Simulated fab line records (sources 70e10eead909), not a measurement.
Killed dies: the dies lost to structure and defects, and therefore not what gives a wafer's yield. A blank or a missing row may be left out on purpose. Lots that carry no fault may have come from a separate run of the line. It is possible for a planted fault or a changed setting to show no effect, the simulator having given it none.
fab line records | flow nand_harc
[record] lots = 11 wafers = 33 last_day = 25
route steps=1159 shown A_CONTACT@901 END@1159
lots with no fault: from the same line, run without faults
start_h: hours from the record's first day to the start of the lot's first wafer shown | wait_h: hours elapsed since this lot's preceding step | " as in the row above | L1.1+2: several wafers, shown together as one row | - no value, or no start was given | * or withheld: withheld | < > ~ a bound
route shown NAME@n: NAME is a module with steps in the file, n the number in the route of the first one | usual: average and standard deviation across the fault-free wafers | same: alike in all rows | chamber/n: place in a boat | sites: each site's reading | _std_site: their standard deviation | _edge_site: outer sites' mean less inner sites' | radius_mm: for every site, how far away it sits from the centre of the wafer | mask NAME#n: copy n | behind: the most recent tool/chamber to have shaped the wafer | hold: what put the lot on hold/how long, in hours/how the hold closed | device: the n, p or np transistor that did not switch | end of line: at the end of the route, the tests of the same wafers | a step given without rows: its recipe and nothing more | killed: dies that structure and defects cost at the first sort, which is not the same as the wafer's yield | map: the dies of a wafer, with x for killed, . for not killed, _ for no die there
set.NAME: the setting the step ran with; set.NAME@STEP: the setting that earlier step ran with | model.NAME: the simulator's own value behind a step, which no gauge read
one table for each step of the route and one row for each wafer, over a sample of lots
services: the hour from which a tool's chamber was out of use, counted from the record's first day as start_h (under 0 if before that day), plus the number of hours and why
[[steps]]
[step NHARC_A_CONTACT_ETCH_76]
[recipe] target_depth_a = 2600 over_etch_frac = 0.3 time_s = 475.3 ion_energy_ev = 200 n2_flow_sccm = 150 h2_flow_sccm = 150 ar_flow_sccm = 0 rf_w = 400 bias_w = 150 chemistry = N2/H2
[usual] bias_w = 150.0/0.5 chamber_pressure_mTorr = 30.000/0.028 drypump_motor_current_A = 5.6/0.41 h2_flow_sccm = 150.0/0.45 oes_product_au = 1.001/0.014 rf_vpp_V = 428.8/2.5 showerhead_plenum_p_Torr = 1.98/0.085 throttle_valve_pct = 14.170/0.0094
// columns lot.wafer tool chamber start_h wait_h bias_w chamber_pressure_mTorr drypump_motor_current_A h2_flow_sccm oes_product_au rf_hours_counter_h rf_vpp_V showerhead_plenum_p_Torr throttle_valve_pct
L865.3 rie_diel-05 2 - - 150.2 29.995 5.6 149.7 0.974 9 429.1 1.95 14.171
L865.1 " 0 " " 150.4 29.968 5.6 150.1 0.983 9 427.0 1.90 14.196
L865.5 " 2 " " 150.0 29.993 5.6 150.0 0.985 - 428.2 1.95 14.181
L867.4 rie_diel-05 2 - - 150.8 30.022 5.6 150.3 0.980 11 426.3 1.95 14.183
L867.1 " 1 " " 149.9 30.019 5.4 149.8 0.999 11 428.0 1.97 14.186
L867.5 " 2 " " 150.5 29.977 5.6 149.9 0.978 - 428.6 1.95 14.168
L873.4 rie_diel-07 2 - - 150.2 30.008 6.7 149.7 0.989 13 428.9 1.99 14.182
L873.2 " 3 " " 150.1 30.036 5.4 149.1 0.982 12 435.1 2.17 14.152
L873.3 " 1 " " 150.3 30.025 6.4 149.9 1.009 12 431.2 2.09 14.177
L875.3 rie_diel-05 0 - - 149.1 30.009 5.6 150.3 1.013 22 426.1 1.90 14.168
L875.2 " 1 " " 150.5 29.956 5.4 150.3 1.004 19 428.4 1.96 14.173
L875.4 " 2 " " 150.5 30.042 5.6 150.1 0.987 23 427.2 1.95 14.176
L874.3 rie_diel-05 0 - - 149.6 29.994 5.6 150.1 1.002 23 427.0 1.90 14.204
L874.4 " 1 " " 149.5 30.002 5.4 149.7 1.010 20 428.8 1.96 14.171
L874.6 " 1 " " 149.3 30.018 5.4 150.3 0.994 - 428.1 1.96 14.162
L877.4 rie_diel-05 1 - - 149.7 29.968 5.4 150.0 1.010 21 429.2 1.96 14.166
L877.3 " 3 " " 149.6 30.035 5.5 149.3 1.027 23 426.6 1.95 14.164
L877.5 " 1 " " 150.4 29.966 5.4 149.8 1.003 - 428.8 1.96 14.180
L879.2 rie_diel-05 3 - - 150.5 30.012 5.5 150.2 1.014 27 428.5 1.95 14.163
L879.3 " 0 " " 150.1 29.999 5.6 150.6 1.008 28 425.3 1.90 14.170
L879.4 " 3 " " 149.8 29.974 5.5 150.2 1.017 - 428.1 1.95 14.168
L882.3 rie_diel-05 2 - - 150.5 29.995 5.6 149.5 0.993 30 429.3 1.95 14.165
L882.1 " 0 " " 150.9 29.984 5.6 150.2 0.992 32 425.8 1.90 14.159
L882.5 " 3 " " 150.2 30.004 5.5 149.9 1.027 - 427.9 1.94 14.172
L884.1 rie_diel-05 2 - - 150.2 29.959 5.6 150.3 0.987 31 427.2 1.95 14.179
L884.3 " 3 " " 150.9 29.976 5.5 150.2 1.028 32 428.8 1.94 14.170
L884.5 " 3 " " 150.6 30.062 5.5 150.4 1.028 - 426.5 1.94 14.167
L881.2 rie_diel-07 3 - - 149.4 30.073 5.4 150.2 1.005 34 433.6 2.16 14.192
L881.4 " 0 " " 150.5 30.012 5.3 149.8 1.006 31 435.7 2.21 14.169
L881.5 " 3 " " 149.7 29.958 5.4 150.0 1.004 - 433.2 2.16 14.161
L885.4 rie_diel-11 2 - - 150.3 30.015 5.1 149.5 0.993 48 427.7 1.93 14.166
L885.3 " 3 " " 148.8 29.961 5.4 150.6 1.006 47 427.0 1.91 14.168
L885.2 " 0 " " 149.9 29.985 6.0 150.2 0.997 47 431.3 2.06 14.161
[step NHARC_A_CONTACT_ETCH_77]
[recipe] target_depth_a = 726 time_s = 36.3 cf4_flow_sccm = 100 chf3_flow_sccm = 30 ar_flow_sccm = 0 rf_w = 500 bias_w = 200 chemistry = CF4/CHF3
[usual] bias_w = 200.0/0.59 cf4_flow_sccm = 99.98/0.29 drypump_motor_current_A = 5.6/0.4 oes_product_au = 0.942/0.025 rf_vpp_V = 369.0/2.2 showerhead_plenum_p_Torr = 1.53/0.061 throttle_valve_pct = 16.803/0.0088
// columns lot.wafer tool chamber start_h wait_h bias_w cf4_flow_sccm drypump_motor_current_A oes_product_au rf_hours_counter_h rf_vpp_V showerhead_plenum_p_Torr throttle_valve_pct
L865.1 rie_diel-05 2 - - 199.9 100.21 5.6 0.914 10 368.8 1.51 16.809
L865.3 " 3 " " 199.3 100.04 5.5 0.953 10 368.9 1.51 16.804
L865.5 " 0 " " 199.9 99.91 5.6 0.935 - 367.4 1.48 16.814
L867.1 rie_diel-05 2 - - 199.1 99.82 5.6 0.905 11 368.8 1.51 16.797
L867.4 " 0 " " 199.6 99.99 5.6 0.928 11 368.0 1.48 16.799
L867.5 " 2 " " 200.1 100.31 5.6 0.902 - 368.1 1.51 16.799
L873.3 rie_diel-07 3 - - 200.1 100.20 5.4 0.962 13 373.0 1.67 16.808
L873.2 " 0 " " 200.2 100.05 5.3 0.997 11 374.2 1.70 16.820
L873.4 " 1 " " 200.3 100.04 6.4 1.002 12 370.9 1.61 16.788
L875.3 rie_diel-05 1 - - 199.7 100.34 5.4 0.955 20 369.3 1.52 16.806
L875.2 " 2 " " 199.8 100.35 5.6 0.950 23 367.3 1.51 16.801
L875.4 " 3 " " 199.3 99.97 5.5 0.994 22 368.1 1.51 16.801
L874.3 rie_diel-05 1 - - 199.7 100.11 5.4 0.929 20 369.1 1.52 16.801
L874.4 " 0 " " 199.7 99.70 5.6 0.929 23 367.4 1.47 16.805
L874.6 " 1 " " 199.7 100.09 5.4 0.930 - 370.2 1.52 16.797
L877.3 rie_diel-05 1 - - 199.9 99.75 5.4 0.971 21 368.8 1.52 16.804
L877.4 " 2 " " 199.5 100.21 5.6 0.965 24 368.4 1.51 16.799
L877.5 " 0 " " 199.9 100.02 5.5 0.983 - 366.5 1.47 16.809
L879.3 rie_diel-05 3 - - 199.7 100.17 5.5 0.949 27 369.9 1.51 16.815
L879.2 " 0 " " 200.2 99.89 5.6 0.922 28 366.3 1.47 16.809
L879.4 " 3 " " 201.3 100.34 5.5 0.942 - 368.6 1.51 16.786
L882.1 rie_diel-05 0 - - 200.3 100.18 5.6 0.971 32 367.3 1.47 16.786
L882.3 " 3 " " 199.8 99.86 5.5 0.985 31 366.8 1.50 16.809
L882.5 " 0 " " 199.8 100.09 5.6 0.978 - 366.7 1.47 16.799
L884.3 rie_diel-05 3 - - 200.3 100.31 5.5 0.965 32 367.7 1.50 16.795
L884.1 " 0 " " 200.2 100.34 5.6 0.953 33 365.2 1.47 16.808
L884.5 " 0 " " 200.4 100.18 5.6 0.952 - 368.1 1.47 16.791
L881.2 rie_diel-07 1 - - 200.3 99.36 6.3 0.950 33 371.0 1.60 16.802
L881.4 " 0 " " 201.3 99.88 5.3 0.938 31 374.9 1.69 16.798
L881.5 " 1 " " 200.5 99.63 6.3 0.946 - 373.1 1.61 16.815
L885.2 rie_diel-11 0 - - 199.8 100.27 6.0 0.924 47 370.2 1.59 16.805
L885.3 " 1 " " 200.0 99.77 5.1 0.916 48 366.5 1.47 16.796
L885.4 " 2 " " 200.1 99.40 5.1 0.926 48 367.1 1.49 16.802
[step NHARC_A_CONTACT_ETCH_125]
[recipe] source_w = withheld pressure_mtorr = 20 bias_v = 1200 time_s = 155 target_depth_a = 9560 ar_flow_sccm = withheld c4f8_flow_sccm = withheld o2_flow_sccm = withheld chemistry = C4F8/O2/Ar
[usual] chamber_pressure_mTorr = 20.001/0.02 oes_air_line_au = 1.000/0.021
// columns lot.wafer tool chamber start_h wait_h chamber_pressure_mTorr oes_air_line_au rf_hours_counter_h
L865.1 har_cap_etch-03 0 389.86 0.2 20.010 0.958 84
L865.3 " 1 " " 20.017 0.980 -
L865.5 " 1 " " 19.985 0.994 -
L867.1 har_cap_etch-02 0 394.47 0.2 20.028 0.995 14
L867.4 " 1 " " 19.995 1.017 -
L867.5 " 1 " " 19.996 1.036 -
L873.2 har_cap_etch-02 0 445.56 0.2 - - -
L873.3 " 1 " " - - -
L873.4 " 0 " " - - -
L875.2 har_cap_etch-02 1 461.24 0.2 - - -
L875.3 " 1 " " - - -
L875.4 " 0 " " - - -
L874.3 har_cap_etch-03 1 462.34 0.1 - - -
L874.4 " 0 " " - - -
L874.6 " 0 " " - - -
L877.4 har_cap_etch-01 1 467.46 0.1 20.013 1.003 -
L877.3 " 0 " " 20.007 0.989 -
L877.5 " 1 " " 20.008 0.985 -
L879.2 har_cap_etch-03 1 494.72 0.2 20.021 1.020 102
L879.4 " 1 " " 20.016 1.031 -
L879.3 " 0 " " 20.008 1.067 -
L882.1 har_cap_etch-03 0 509.59 0.2 20.012 1.006 106
L882.3 " 0 " " 19.967 0.997 -
L882.5 " 0 " " 19.970 1.001 -
L884.1 har_cap_etch-03 0 511.59 0.2 19.998 0.986 107
L884.3 " 0 " " 19.989 0.993 -
L884.5 " 0 " " 19.992 1.007 -
L881.2 har_cap_etch-03 1 518.22 0.2 19.997 1.032 108
L881.4 " 0 " " 20.003 0.982 -
L881.5 " 0 " " 19.965 0.981 -
L885.2 har_cap_etch-02 1 520.71 0.2 20.008 0.987 34
L885.4 " 1 " " 19.987 1.011 -
L885.3 " 0 " " 19.996 0.968 -
[step NHARC_A_CONTACT_ETCH_127]
[recipe] source_w = withheld pressure_mtorr = 20 bias_v = 1200 time_s = 155 target_depth_a = 9560 ar_flow_sccm = withheld c4f8_flow_sccm = withheld o2_flow_sccm = withheld chemistry = C4F8/O2/Ar
[usual] chamber_pressure_mTorr = 19.998/0.018 oes_air_line_au = 1.001/0.02
// columns lot.wafer tool chamber start_h wait_h chamber_pressure_mTorr oes_air_line_au rf_hours_counter_h
L865.1 har_cap_etch-03 0 390.24 0.2 20.007 0.975 85
L865.3 " 1 " " 20.006 1.002 -
L865.5 " 1 " " 19.999 1.002 -
L867.1 har_cap_etch-02 0 394.75 0.1 20.002 0.992 15
L867.4 " 1 " " 20.011 0.971 -
L867.5 " 1 " " 19.983 0.999 -
L873.2 har_cap_etch-02 0 445.84 0.1 19.991 1.003 22
L873.3 " 1 " " 19.976 0.984 -
L873.4 " 0 " " 20.045 1.006 -
L875.2 har_cap_etch-02 1 461.52 0.1 19.976 0.981 24
L875.3 " 1 " " 19.959 0.969 -
L875.4 " 0 " " 20.027 1.014 -
L874.3 har_cap_etch-03 1 462.62 0.1 19.999 1.013 -
L874.4 " 0 " " 19.983 0.989 -
L874.6 " 0 " " 19.983 0.992 -
L877.4 har_cap_etch-01 1 467.75 0.1 19.995 1.005 -
L877.3 " 0 " " 20.028 0.986 -
L877.5 " 1 " " 19.974 1.017 -
L879.2 har_cap_etch-03 1 495.00 0.1 19.985 1.009 102
L879.4 " 1 " " 19.990 1.003 -
L879.3 " 0 " " 20.009 1.026 -
L882.1 har_cap_etch-03 0 509.88 0.1 19.997 1.018 106
L882.3 " 0 " " 19.972 0.995 -
L882.5 " 0 " " 19.976 1.023 -
L884.1 har_cap_etch-03 0 511.87 0.1 20.001 1.026 107
L884.3 " 0 " " 20.025 1.012 -
L884.5 " 0 " " 20.035 1.003 -
L881.2 har_cap_etch-03 1 518.50 0.1 19.982 1.015 109
L881.4 " 0 " " 19.960 0.982 -
L881.5 " 0 " " 19.972 1.014 -
L885.2 har_cap_etch-02 1 520.99 0.1 19.960 0.998 35
L885.4 " 1 " " 19.992 0.983 -
L885.3 " 0 " " 19.994 1.015 -
[step NHARC_END_SORT_01]
[recipe] temp_c = 25
[usual] killed_at_array = 28/11 killed_at_other = 0.7/0.88 killed_at_periphery = 3.1/2.2 killed_dies = 31/12 killed_open = 3.3/2 killed_short = 2.0/1.6
[same] gross_dies = 677
// columns lot.wafer tool chamber start_h wait_h killed_at_array killed_at_other killed_at_periphery killed_dies killed_open killed_short
L873.2 prober-01 0 502.72 2.8 674 0 3 677 3 3
L873.3 prober-01 0 503.52 3.1 672 1 4 677 1 2
L873.4 prober-01 0 504.32 3.4 672 1 4 677 5 3
L875.2 prober-01 0 518.38 2.8 675 1 1 677 1 2
L875.3 prober-01 0 519.17 3.1 671 0 6 677 5 2
L875.4 prober-01 0 519.95 3.4 675 0 2 677 0 4
L874.3 prober-02 0 526.08 3.1 671 1 5 677 1 6
L874.4 prober-02 0 526.88 3.4 676 0 1 677 4 0
L874.6 prober-02 0 528.48 4.0 674 0 3 677 6 4
// killed by level:class
L873.2 A_CONTACT:area_etch=647 A_SLIT:chamber_film_flake=12 A_WL_FILL:chamber_film_flake=4 A_CHANNEL_HOLE_D1:chamber_film_flake=3 A_STAIRCASE:chamber_film_flake=3 P_STI:geometric_particle:short=1 P_CONTACT:geometric_particle:open=1 A_CHANNEL_FILL_D1:geometric_particle:short=1
L873.3 A_CONTACT:area_etch=647 A_SLIT:chamber_film_flake=9 P_ZERO_WELL:chamber_film_flake=4 A_STAIRCASE:chamber_film_flake=4 A_CHANNEL_HOLE_D1:chamber_film_flake=4 A_CONTACT:chamber_film_flake=4 A_CHANNEL_FILL_D1:geometric_particle:open=1 A_CHANNEL_FILL_D1:geometric_particle:short=1
L873.4 A_CONTACT:area_etch=649 A_SLIT:chamber_film_flake=7 A_STAIRCASE:chamber_film_flake=5 P_ZERO_WELL:chamber_film_flake=2 A_CHANNEL_FILL_D1:chamber_film_flake=2 A_CONTACT:chamber_film_flake=2 P_CONTACT:geometric_particle:open=1 P_M2:geometric_particle:short=1
L875.2 A_CONTACT:area_etch=647 A_SLIT:chamber_film_flake=8 A_STAIRCASE:chamber_film_flake=7 A_CHANNEL_HOLE_D1:chamber_film_flake=5 A_CONTACT:chamber_film_flake=3 A_CHANNEL_FILL_D1:chamber_film_flake=2 A_WL_FILL:geometric_particle:short=1 A_M0:geometric_particle:open=1
L875.3 A_CONTACT:area_etch=642 A_SLIT:chamber_film_flake=11 P_STI:chamber_film_flake=5 A_STAIRCASE:chamber_film_flake=4 A_CHANNEL_HOLE_D1:chamber_film_flake=3 A_CONTACT:chamber_film_flake=3 P_M0:geometric_particle:short=1 A_ONON_D1:geometric_particle:open=1
L875.4 A_CONTACT:area_etch=651 A_SLIT:chamber_film_flake=9 A_CHANNEL_HOLE_D1:chamber_film_flake=8 A_ONON_D1:geometric_particle:short=3 P_STI:chamber_film_flake=2 A_M1:chamber_film_flake=2 A_CHANNEL_HOLE_D1:geometric_particle:short=1 A_CHANNEL_FILL_D1:chamber_film_flake=1
L874.3 A_CONTACT:area_etch=638 A_SLIT:chamber_film_flake=12 A_CHANNEL_HOLE_D1:chamber_film_flake=6 A_STAIRCASE:chamber_film_flake=4 A_CONTACT:chamber_film_flake=4 P_CONTACT:geometric_particle:short=2 P_ZERO_WELL:chamber_film_flake=2 P_STI:geometric_particle:short=1
L874.4 A_CONTACT:area_etch=639 A_CHANNEL_HOLE_D1:chamber_film_flake=12 A_SLIT:chamber_film_flake=9 A_STAIRCASE:chamber_film_flake=4 A_CONTACT:chamber_film_flake=3 A_ZERO_WELL:chamber_film_flake=3 A_SGD_CUT:chamber_film_flake=2 P_M0:geometric_particle:open=1
L874.6 A_CONTACT:area_etch=633 A_CHANNEL_HOLE_D1:chamber_film_flake=15 A_SLIT:chamber_film_flake=7 A_STAIRCASE:chamber_film_flake=5 A_M1:geometric_particle:open=3 A_CONTACT:chamber_film_flake=2 A_ONON_D1:geometric_particle:short=1 A_CHANNEL_HOLE_D1:geometric_particle:short=1
[[services]]
// columns tool chamber start_h hours kind
rie_diel-11 - 369.76 9.0 pm
rie_diel-05 0 375.21 - clean
rie_diel-05 1 375.21 - clean
rie_diel-05 2 375.21 - clean
rie_diel-05 3 375.21 - clean
rie_diel-05 0 399.71 - clean
rie_diel-05 1 399.71 - clean
rie_diel-05 2 399.71 - clean
rie_diel-05 3 399.71 - clean
rie_diel-05 1 402.40 9.1 repair
rie_diel-05 3 404.23 2.5 repair
rie_diel-07 - 405.52 9.0 pm
rie_diel-05 0 424.21 - clean
rie_diel-05 1 424.21 - clean
rie_diel-05 2 424.21 - clean
rie_diel-05 3 424.21 - clean
rie_diel-05 0 448.71 - clean
rie_diel-05 1 448.71 - clean
rie_diel-05 2 448.71 - clean
rie_diel-05 3 448.71 - clean
rie_diel-07 3 470.36 5.2 repair
rie_diel-05 2 490.41 3.5 repair
rie_diel-05 1 500.95 8.1 repair
rie_diel-05 - 518.63 9.0 pm
[[key]]
[first_sign] step = NHARC_A_CONTACT_ETCH_125 reading = tool_record direction = missing
[effect] step = NHARC_END_SORT_01 reading = killed_at_array direction = up sigmas = 57 usual = 28 struck = 673
[more_kills_born_at] NHARC_A_CONTACT_ETCH_125@har_cap_etch-02 = 3883 NHARC_A_CONTACT_ETCH_125@har_cap_etch-03 = 1910
met_at NHARC_A_CONTACT_ETCH_125
struck_lots L873,L874,L875
later_rows_left_out L873.2,L873.3,L873.4,L874.3,L874.4,L874.6,L875.2,L875.3,L875.4
tester_left_out L873,L874,L875
not_acting_at NHARC_A_CONTACT_ETCH_76,NHARC_A_CONTACT_ETCH_77,NHARC_A_CONTACT_ETCH_127
onset_between 394.47 445.56
[fault] kind = skipped_step_whole tool = har_cap_etch-02,har_cap_etch-03 chamber = - onset_h = 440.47 steps = NHARC_A_CONTACT_ETCH_125 scope = struck_lots_only
// tester_left_out: of these lots the tester's yield and bins aren't shown, on N5 and GAA mostly nor the transistor test; their killed dies are dies lost to structure and defects alone, not to doping, threshold or leakage, so they don't give the yield
// later_rows_left_out: the simulator's readings of these wafers behind a module that went badly wrong aren't trusted and aren't shown, but for the sort
